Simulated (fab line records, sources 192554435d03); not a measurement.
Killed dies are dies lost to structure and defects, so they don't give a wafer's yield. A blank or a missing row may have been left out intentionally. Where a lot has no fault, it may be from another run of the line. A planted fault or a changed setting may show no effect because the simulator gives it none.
fab line records	flow n5_finfet
record lots=7	wafers=21	last_day=17
route steps=1938 shown GATE_CUT@499 BEOL_M4@1111 PASSIVATION@1936
lots untouched by any fault: they come from a run of this same line in which no faults occurred
start_h: start of the lot's first displayed wafer, in hours after the record's first day	wait_h: hours since the lot's step before	" repeats the value in the row above	L1.1+2: a row that stands for several wafers	- no value present, or no start provided	* or withheld: withheld	< > ~ a bound
route shown NAME@n: NAME is a module with steps in the file, n the number in the route of the first one	usual: the fault-free wafers' mean and standard deviation	same: alike in all rows	chamber/n: place in a boat	sites: each site's reading	_std_site: standard deviation of those values	_edge_site: the outer-site mean with the inner-site mean subtracted	radius_mm: how far each site lies from the wafer's centre	mask NAME#n: copy n	behind: the tool/chamber that last shaped the wafer	hold: what put the lot on hold/how long, in hours/how the hold closed	device: names the non-switching transistor (n, p or np)	end of line: the same wafers' tests at the end of the route	for a step that has no rows: nothing shown but its recipe	killed: at the first sort, the dies lost to defects and structure; wafer yield is something else	map: dies across one wafer; x = killed, . = not, _ = none there
set.NAME: the run value of the setting; set.NAME@STEP: its run value at that earlier step	model.NAME: the simulator's own value behind a step, which no gauge read
lots at some steps of the route; a table a step, a row a wafer
services: the hour from which a tool's chamber was out of use, counted from the record's first day as start_h (under 0 if before that day), plus the number of hours and why
## steps
# step N5_GATE_CUT_ETCH_19
# recipe chemistry=CH3F/O2	target=SiNx	mask_material=SiO2	target_depth_a=537	time_s=76.7	pressure_mtorr=30	source_w=395	bias_w=73	Ar_flow_sccm=150	CH3F_flow_sccm=30	O2_flow_sccm=20	ion_energy_ev=120	ends=cleared
# usual drypump_motor_current_A=5.6/0.51	etch_rf_on_time_s=77.7/1.5	oes_product_au=0.64/0.065	rf_vpp_V=299/8.1	showerhead_plenum_p_Torr=2.00/0.062	throttle_valve_pct=16.48/0.29
lot.wafer	tool	chamber	start_h	wait_h	drypump_motor_current_A	etch_rf_on_time_s	oes_product_au	rf_hours_counter_h	rf_vpp_V	showerhead_plenum_p_Torr	throttle_valve_pct
L548.2	rie_diel-06	1	82.47	0.0	5.1	80.1	0.58	232	306	1.90	16.58
L548.4	"	2	"	"	4.8	79.7	0.57	230	294	2.08	16.58
L548.6	"	1	"	"	5.1	80.6	0.58	-	305	1.90	16.57
L556.1	rie_diel-04	2	138.86	0.0	6.1	79.3	0.59	210	297	2.07	16.72
L556.3	"	0	"	"	5.6	78.1	0.60	238	290	1.97	16.83
L556.5	"	3	"	"	5.3	77.1	0.62	-	301	2.09	16.35
L559.1	rie_diel-06	2	157.82	0.0	4.8	78.5	0.57	248	294	2.07	16.62
L559.2	"	0	"	"	5.3	76.4	0.73	51	299	1.95	16.42
L559.4	"	2	"	"	4.8	79.3	0.56	-	294	2.07	16.62
L560.3	rie_diel-04	3	165.57	0.0	5.3	77.5	0.60	204	302	2.09	16.37
L560.4	"	0	"	"	5.5	77.9	0.60	244	291	1.97	16.84
L560.6	"	1	"	"	6.5	76.8	0.68	-	317	1.99	15.96
L561.1	rie_diel-02	0	169.76	0.0	6.0	77.0	0.64	171	289	1.99	16.73
L561.3	"	3	"	"	5.0	76.0	0.66	130	304	1.94	16.84
L561.5	"	3	"	"	5.0	75.7	0.66	-	304	1.94	16.82
L565.1	rie_diel-06	3	186.13	0.0	5.3	75.6	0.63	168	290	1.92	16.72
L565.3	"	2	"	"	4.8	78.8	0.82	0	294	2.07	16.08
L565.5	"	3	"	"	5.3	76.2	0.63	-	291	1.92	16.71
L568.1	rie_diel-04	0	209.29	0.0	5.6	78.4	0.81	2	292	1.96	16.34
L568.2	"	2	"	"	6.1	79.4	0.57	231	296	2.06	16.77
L568.3	"	1	"	"	6.5	77.3	0.66	117	316	1.99	16.00
# step N5_GATE_CUT_CUT_ETCH_53
# recipe chemistry=SF6/Cl2	target=W	mask_material=SiO2	target_depth_a=792	pressure_mtorr=8	icp_w=900	bias_w=80	SF6_flow_sccm=40	Cl2_flow_sccm=60	ends=cleared
# step N5_GATE_CUT_CUT_ETCH_54
# recipe chemistry=Cl2/BCl3	target=TiN	mask_material=SiO2	target_depth_a=967	pressure_mtorr=10	icp_w=1000	bias_w=126	Cl2_flow_sccm=53.25	bcl3_flow_sccm=21.75	Ar_flow_sccm=25	ends=cleared
# step N5_GATE_CUT_CUT_ETCH_55
# recipe chemistry=BCl3	target=HfO2	mask_material=SiO2	target_depth_a=32	ion_energy_ev=30	pressure_mtorr=5	icp_w=450	bias_w=18	bcl3_flow_sccm=80
# usual bcl3_flow_sccm=80.02/0.22	drypump_motor_current_A=5.6/0.39	he_backside_leak_sccm=3.43/0.19	oes_product_au=0.75/0.12	throttle_valve_pct=33.2/0.49
lot.wafer	tool	chamber	start_h	wait_h	bcl3_flow_sccm	drypump_motor_current_A	he_backside_leak_sccm	oes_product_au	rf_hours_counter_h	throttle_valve_pct
L548.2	rie_metal-02	1	82.70	0.0	79.86	5.4	3.61	0.94	6	33.2
L548.4	"	1	"	"	79.89	5.4	3.56	0.94	-	33.2
L548.6	"	0	"	"	80.39	5.8	3.56	0.64	-	33.2
L556.1	rie_metal-02	1	139.08	0.0	79.66	5.4	3.30	0.91	10	33.2
L556.3	"	1	"	"	79.37	5.4	3.49	0.92	-	33.2
L556.5	"	1	"	"	79.58	5.4	3.74	0.91	-	33.2
L559.1	rie_metal-02	1	158.05	0.0	79.81	5.4	3.52	0.91	11	33.2
L559.2	"	0	"	"	80.04	5.7	3.44	0.64	105	33.2
L559.4	"	0	"	"	80.10	5.7	3.47	0.64	-	33.2
L560.3	rie_metal-01	1	165.94	0.1	80.08	5.8	3.44	0.83	-	33.9
L560.4	"	1	"	"	80.09	5.8	3.34	0.83	-	33.9
L560.6	"	1	"	"	80.19	5.9	3.25	0.84	-	33.9
L561.1	rie_metal-01	1	170.11	0.1	80.34	5.9	3.53	0.82	23	33.9
L561.3	"	1	"	"	80.41	5.9	3.40	0.83	-	33.9
L561.5	"	1	"	"	80.34	5.8	3.42	0.83	-	33.9
L565.1	rie_metal-03	0	186.36	0.0	80.36	4.7	3.21	0.72	64	33.5
L565.3	"	0	"	"	80.13	4.7	3.11	0.71	-	33.5
L565.5	"	1	"	"	80.24	5.8	3.38	0.61	-	32.3
L568.1	rie_metal-03	0	209.52	0.0	79.96	4.7	3.30	0.73	66	33.5
L568.2	"	1	"	"	79.89	5.8	3.22	0.63	108	32.3
L568.3	"	0	"	"	79.87	4.7	3.09	0.72	-	33.5
# step N5_GATE_CUT_ETCH_47
# recipe chemistry=Cl2/BCl3	target=SiO2	target_depth_a=100	pressure_mtorr=10	icp_w=1000	bias_w=126	Cl2_flow_sccm=53.25	bcl3_flow_sccm=21.75	Ar_flow_sccm=25
# step N5_GATE_CUT_VAPOR_ETCH_48
# recipe chemistry=BCl3/Cl2	target=TiN	mode=isotropic
# usual drypump_motor_current_A=5.6/0.39	he_backside_leak_sccm=3.4/0.31	oes_product_au=0.75/0.13
lot.wafer	tool	chamber	start_h	wait_h	drypump_motor_current_A	he_backside_leak_sccm	oes_product_au
L548.2	rie_metal-02	1	82.76	0.0	5.4	3.6	0.96
L548.4	"	1	"	"	5.3	3.4	0.95
L548.6	"	0	"	"	5.7	3.4	0.64
L556.1	rie_metal-02	1	139.14	0.0	5.5	3.7	0.92
L556.3	"	1	"	"	5.4	3.3	0.93
L556.5	"	1	"	"	5.4	3.4	0.93
L559.1	rie_metal-02	1	158.11	0.0	5.4	3.6	0.91
L559.2	"	0	"	"	5.7	3.4	0.64
L559.4	"	0	"	"	5.7	3.3	0.63
L560.3	rie_metal-01	1	166.06	0.1	5.9	3.5	0.84
L560.4	"	1	"	"	5.9	3.3	0.84
L560.6	"	1	"	"	5.9	3.3	0.83
L561.1	rie_metal-01	1	170.23	0.1	5.9	3.3	0.84
L561.3	"	1	"	"	5.9	3.3	0.83
L561.5	"	1	"	"	5.9	3.4	0.84
L565.1	rie_metal-03	0	186.42	0.0	4.7	3.3	0.73
L565.3	"	0	"	"	4.7	3.2	0.72
L565.5	"	1	"	"	5.8	3.4	0.63
L568.1	rie_metal-03	0	209.58	0.0	4.7	3.1	0.72
L568.2	"	1	"	"	5.8	2.8	0.63
L568.3	"	0	"	"	4.7	3.1	0.72
# step N5_GATE_CUT_VAPOR_ETCH_49
# recipe chemistry=BCl3/Cl2	target=TiAlC	mode=isotropic
# usual drypump_motor_current_A=5.6/0.39	he_backside_leak_sccm=3.43/0.21	oes_product_au=0.75/0.13
lot.wafer	tool	chamber	start_h	wait_h	drypump_motor_current_A	he_backside_leak_sccm	oes_product_au
L548.2	rie_metal-02	1	82.79	0.0	5.4	3.55	0.96
L548.4	"	1	"	"	5.4	3.52	0.95
L548.6	"	0	"	"	5.7	3.43	0.64
L556.1	rie_metal-02	1	139.17	0.0	5.4	3.66	0.93
L556.3	"	1	"	"	5.4	3.70	0.92
L556.5	"	1	"	"	5.4	3.59	0.92
L559.1	rie_metal-02	1	158.14	0.0	5.4	3.50	0.92
L559.2	"	0	"	"	5.8	3.26	0.63
L559.4	"	0	"	"	5.7	3.39	0.63
L560.3	rie_metal-01	1	166.12	0.1	5.9	3.27	0.83
L560.4	"	1	"	"	5.9	3.24	0.83
L560.6	"	1	"	"	5.9	3.37	0.83
L561.1	rie_metal-01	1	170.29	0.1	5.9	3.33	0.83
L561.3	"	1	"	"	5.9	3.25	0.83
L561.5	"	1	"	"	5.9	3.37	0.83
L565.1	rie_metal-03	0	186.45	0.0	4.7	3.12	0.72
L565.3	"	0	"	"	4.7	3.08	0.72
L565.5	"	1	"	"	5.8	3.19	0.63
L568.1	rie_metal-03	0	209.61	0.0	4.7	3.18	0.72
L568.2	"	1	"	"	5.8	3.38	0.63
L568.3	"	0	"	"	4.7	3.26	0.72
# step N5_GATE_CUT_VAPOR_ETCH_51
# recipe chemistry=BCl3/Cl2	target=HfO2	mode=isotropic
# usual drypump_motor_current_A=5.6/0.39	he_backside_leak_sccm=3.4/0.35	oes_product_au=0.75/0.13
lot.wafer	tool	chamber	start_h	wait_h	drypump_motor_current_A	he_backside_leak_sccm	oes_product_au
L548.2	rie_metal-02	1	82.82	0.0	5.4	3.8	0.96
L548.4	"	1	"	"	5.4	3.7	0.95
L548.6	"	0	"	"	5.7	3.6	0.63
L556.1	rie_metal-02	1	139.20	0.0	5.4	3.4	0.91
L556.3	"	1	"	"	5.4	3.4	0.92
L556.5	"	1	"	"	5.4	3.4	0.93
L559.1	rie_metal-02	1	158.17	0.0	5.4	3.5	0.92
L559.2	"	0	"	"	5.7	3.4	0.63
L559.4	"	0	"	"	5.7	3.7	0.63
L560.3	rie_metal-01	1	166.18	0.1	5.9	3.3	0.83
L560.4	"	1	"	"	5.9	3.4	0.83
L560.6	"	1	"	"	5.9	3.2	0.83
L561.1	rie_metal-01	1	170.35	0.1	5.9	3.4	0.82
L561.3	"	1	"	"	5.9	3.4	0.82
L561.5	"	1	"	"	5.9	3.5	0.82
L565.1	rie_metal-03	0	186.48	0.0	4.7	3.6	0.72
L565.3	"	0	"	"	4.7	3.5	0.73
L565.5	"	1	"	"	5.8	3.5	0.63
L568.1	rie_metal-03	0	209.64	0.0	4.7	3.3	0.71
L568.2	"	1	"	"	5.8	3.0	0.63
L568.3	"	0	"	"	4.7	3.2	0.72
# step N5_GATE_CUT_STRIP_21
# recipe chemistry=N2/H2	time_s=30	power_w=1000	temp_c=250	pressure_mtorr=withheld	n2_flow_sccm=1750	h2_flow_sccm=3250
# step N5_GATE_CUT_STRIP_29
# recipe chemistry=post_etch_residue_remover	time_s=60	temp_c=25	remover_ph=withheld	remover_water_wt_pct=withheld	remover_fluoride_wt_pct=withheld
# step N5_GATE_CUT_SRD_52
# recipe dry=ipa_marangoni	time_s=30	temp_c=23	rinse_liquid=diw
# step N5_GATE_CUT_ALD_22
# recipe material=SiNx	target_thk_a=160	temp_c=400	ald_precursor_family=SiH2I2	ald_co_reactant=N2/H2-plasma	pulse_time_s=1	ald_cycles=320	purge_time_s=2	co_reactant_purge_time_s=2	pressure_torr=2
# step N5_GATE_CUT_CMP_23
# recipe stop_on=SiO2	t_overpolish_s=23.4	post_cmp_clean=alkaline_brush	down_force_psi=2.5	platen_rpm=51.8	pad_velocity_m_s=1.0307	target_thk_nm=16
# usual head_pressure_psi=2.500/0.0057	motor_current_A=9.2/0.94	overpolish_run_s=23.400/0.0084	time_to_endpoint_s=18/3.6
lot.wafer	tool	chamber	start_h	wait_h	head_pressure_psi	motor_current_A	overpolish_run_s	time_to_endpoint_s
L548.4	cmp-02	0	84.55	0.8	2.490	8.6	23.400	20
L548.2	"	1	"	"	2.504	8.9	23.397	23
L548.6	"	0	"	"	2.485	8.6	23.380	22
L556.1	cmp-03	3	141.20	1.1	2.494	9.1	23.402	18
L556.3	"	1	"	"	2.494	9.1	23.396	23
L556.5	"	3	"	"	2.504	9.0	23.396	21
L559.2	cmp-03	3	159.90	0.8	2.510	9.1	23.397	14
L559.4	"	0	"	"	2.618	11.2	23.401	12
L559.1	"	1	"	"	2.506	9.4	23.407	19
L560.4	cmp-03	0	169.55	0.8	2.637	11.2	23.417	10
L560.3	"	3	"	"	2.506	9.0	23.389	13
L560.6	"	0	"	"	2.642	11.0	23.404	10
L561.1	cmp-03	1	172.08	0.8	2.505	9.3	23.391	20
L561.3	"	0	"	"	2.634	10.9	23.400	10
L561.5	"	1	"	"	2.502	9.3	23.396	19
L565.1	cmp-01	0	188.32	0.8	2.509	8.0	23.401	20
L565.3	"	1	"	"	2.504	11.4	23.403	20
L565.5	"	2	"	"	2.497	9.5	23.400	20
L568.3	cmp-02	1	211.49	0.8	2.500	8.7	23.414	20
L568.1	"	2	"	"	2.501	9.9	23.398	17
L568.2	"	3	"	"	2.502	7.5	23.394	20
# step N5_GATE_CUT_THK_MEAS_24
# recipe reads=SiO2_of_GATE_CUT_HM_DEP_46+SiO2_flowable_of_ILD0_FCVD_FILL_01
# usual GC_FILL_THK=219.3/2.3
lot.wafer	tool	chamber	start_h	wait_h	GC_FILL_THK[nm]
L548.2	film_metro-01	-	84.81	-	218.4
L548.4	"	-	"	"	223.5
L548.6	"	-	"	"	223.3
L556.1	film_metro-02	-	141.46	-	218.1
L556.3	"	-	"	"	217.0
L556.5	"	-	"	"	222.4
L559.1	film_metro-01	-	160.16	-	218.3
L559.2	"	-	"	"	218.3
L559.4	"	-	"	"	218.8
L560.3	film_metro-01	-	169.85	-	220.4
L560.4	"	-	"	"	221.0
L560.6	"	-	"	"	223.6
L561.1	film_metro-01	-	172.37	-	216.9
L561.3	"	-	"	"	218.9
L561.5	"	-	"	"	219.2
L565.1	film_metro-01	-	188.54	-	216.9
L565.3	"	-	"	"	220.1
L565.5	"	-	"	"	221.5
L568.1	film_metro-01	-	211.74	-	216.3
L568.2	"	-	"	"	220.1
L568.3	"	-	"	"	220.8
# step N5_BEOL_M4_RC_MEAS_101
# usual DIBL_N=35.4/2.1	DIBL_P=34.8/2.6	IOFF_N=0.15/0.037	IOFF_P=0.19/0.037	ION_N=677/16	ION_P=462/9.3	SS_N=71.4/0.75	SS_P=72.9/0.77	VT_N=250/3.7	VT_P=-251/3.5
lot.wafer	tool	chamber	start_h	wait_h	DIBL_N[mV/V]	DIBL_P[mV/V]	IOFF_N[nA/um]	IOFF_P[nA/um]	ION_N[uA/um]	ION_P[uA/um]	SS_N[mV/dec]	SS_P[mV/dec]	VT_N[mV]	VT_P[mV]
L548.2	prober-01	0	183.64	0.2	35.6	34.7	0.15	0.15	657	443	71.1	72.8	250	-256
L548.4	"	0	"	"	37.5	38.6	0.18	0.20	690	464	71.5	73.8	250	-254
L548.6	"	0	"	"	35.6	34.8	0.14	0.14	680	450	70.7	72.5	251	-256
L556.1	prober-01	0	225.90	0.0	34.1	34.0	0.14	0.21	674	470	71.2	72.5	248	-249
L556.3	"	0	"	"	33.8	33.4	0.12	0.20	660	461	70.9	73.0	255	-249
L556.5	"	0	"	"	32.5	31.7	0.11	0.18	666	469	70.3	72.1	252	-249
L559.1	prober-02	0	251.21	0.0	35.4	34.5	0.16	0.18	686	469	71.9	72.8	250	-249
L559.2	"	0	"	"	36.9	36.9	0.18	0.22	691	473	71.5	73.6	247	-248
L559.4	"	0	"	"	37.4	35.8	0.16	0.19	667	453	72.0	72.2	250	-251
L561.1	prober-01	0	252.68	0.0	33.1	30.6	0.10	0.15	659	451	71.0	72.1	258	-251
L561.3	"	0	"	"	38.2	37.7	0.21	0.27	674	465	71.9	74.2	246	-246
L561.5	"	0	"	"	35.0	35.3	0.15	0.22	677	465	71.0	73.6	246	-248
L560.3	prober-02	0	258.64	0.3	32.9	32.4	0.14	0.18	687	467	70.5	72.3	247	-249
L560.4	"	0	"	"	33.6	32.4	0.14	0.18	691	469	71.7	72.3	247	-252
L560.6	"	0	"	"	37.6	36.2	0.22	0.23	688	464	72.7	73.0	245	-248
L565.1	prober-01	0	269.81	0.0	33.0	32.2	0.12	0.15	667	451	71.0	72.1	253	-254
L565.3	"	0	"	"	36.1	35.6	0.17	0.19	693	462	71.9	72.9	252	-252
L565.5	"	0	"	"	34.8	35.3	0.15	0.19	678	465	70.8	73.2	252	-252
L568.1	prober-01	0	302.88	0.0	36.3	34.1	0.13	0.14	659	445	71.5	73.1	256	-257
L568.2	"	0	"	"	38.0	37.4	0.18	0.20	696	467	71.8	74.3	247	-252
L568.3	"	0	"	"	38.2	38.1	0.19	0.21	704	475	71.7	75.0	247	-253
# step N5_PASSIVATION_PROBE_49
# usual defect_limited_yield=90.5/1.7	killed_at_M0_to_M3=37/12	killed_at_M4_up=14/5.2	killed_at_contacts=12/5.9	killed_at_front_end=45/14	killed_at_other=3.5/2.8	killed_dies=112/21	killed_open=73/15	killed_short=36/8.9	sort_bin_5_function=5.6/1.2	sort_bin_6_memory=3.5/0.68	sort_bin_8_speed=0.01/0.1	sort_n_pass=1068/21	sort_yield_pct=90.5/1.8
# same gross_dies=1180	killed_at_back_side=0	sort_bin_4_leakage[%]=0
lot.wafer	tool	chamber	start_h	wait_h	defect_limited_yield[%]	killed_at_M0_to_M3	killed_at_M4_up	killed_at_contacts	killed_at_front_end	killed_at_other	killed_dies	killed_open	killed_short	sort_bin_5_function[%]	sort_bin_6_memory[%]	sort_bin_8_speed[%]	sort_n_pass	sort_yield_pct[%]
L568.1	prober-01	-	401.99	0.0	90.1	37	19	16	43	2	117	71	40	5.9	3.7	0	1063	90.1
L568.2	prober-01	-	402.04	0.1	91.9	30	13	18	34	1	96	62	28	4.8	3.1	0	1084	91.9
L568.3	prober-01	-	402.09	0.1	91.5	23	19	15	41	2	100	62	37	4.7	3.6	0	1080	91.5
# killed by level:class
L568.1 MOL_CONTACT_COAG:geometric_particle:open=14 BEOL_M1:geometric_particle:open=8 GATE_CUT:geometric_particle:short=7 BEOL_M0:geometric_particle:open=7 FIN_SAQP:geometric_particle:short=5 STI_FIN_REVEAL:geometric_particle:open=5 BEOL_M2:geometric_particle:open=5 BEOL_M3:geometric_particle:open=5
L568.2 BEOL_M3:geometric_particle:open=11 MOL_CONTACT_COAG:geometric_particle:open=10 MOL_CONTACT_COAG:geometric_particle:short=7 STARTING-WAFER:geometric_particle:short=6 FIN_SAQP:geometric_particle:short=5 BEOL_M0_SAQP:geometric_particle:open=5 BEOL_M1:geometric_particle:open=5 BEOL_M5:geometric_particle:open=5
L568.3 STI_FIN_REVEAL:geometric_particle:open=10 MOL_CONTACT_COAG:geometric_particle:open=10 FIN_SAQP:geometric_particle:open=7 GATE_CUT:geometric_particle:short=7 BEOL_M0:geometric_particle:open=6 MOL_CONTACT_COAG:geometric_particle:short=5 DUMMY_GATE:geometric_particle:open=4 BEOL_M0_SAQP:geometric_particle:short=4
## services
tool	chamber	start_h	hours	kind
cmp-02	-	68.55	1.1	repair
rie_diel-02	3	87.44	2.6	repair
rie_diel-04	2	109.23	1.6	repair
rie_diel-06	2	112.41	19.7	repair
rie_metal-03	0	118.19	7.1	repair
rie_metal-01	-	128.06	0.1	repair
cmp-03	-	132.68	4.0	pm
cmp-03	-	136.68	-	consumable_replace:conditioner
cmp-03	-	136.68	-	consumable_replace:pad
rie_diel-04	0	138.95	5.4	repair
cmp-01	-	138.97	12.9	pm
rie_diel-06	1	140.33	-	clean
rie_diel-06	1	140.33	-	consumable_replace:focus_ring
rie_diel-06	1	140.33	-	consumable_replace:showerhead
cmp-01	-	152.89	1.3	repair
rie_metal-01	0	163.88	-	clean
rie_metal-01	0	163.88	36.8	scheduled_down
rie_metal-01	0	163.88	36.8	vent_cycle
rie_diel-02	1	177.11	5.9	repair
rie_diel-06	1	184.00	81.3	repair
rie_diel-02	3	191.84	6.5	repair
rie_diel-04	2	198.53	2.8	repair
cmp-03	-	200.72	4.6	pm
rie_metal-03	1	200.76	2.8	repair
## key
first_sign step=N5_GATE_CUT_CMP_23	reading=head_pressure_psi	direction=up	sigmas=24	usual=2.500	struck=2.633
effect none on later readings
met_at N5_GATE_CUT_CMP_23
struck_wafers L559.4,L560.4,L560.6,L561.3
fault kind=process_parameter_drift	tool=cmp-03	chamber=0	onset_h=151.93	steps=N5_GATE_CUT_CMP_23	channel=down_force_psi	offset=0.1316	shape=step	end_h=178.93	acts_in=these_recipes_only	stated=2.5
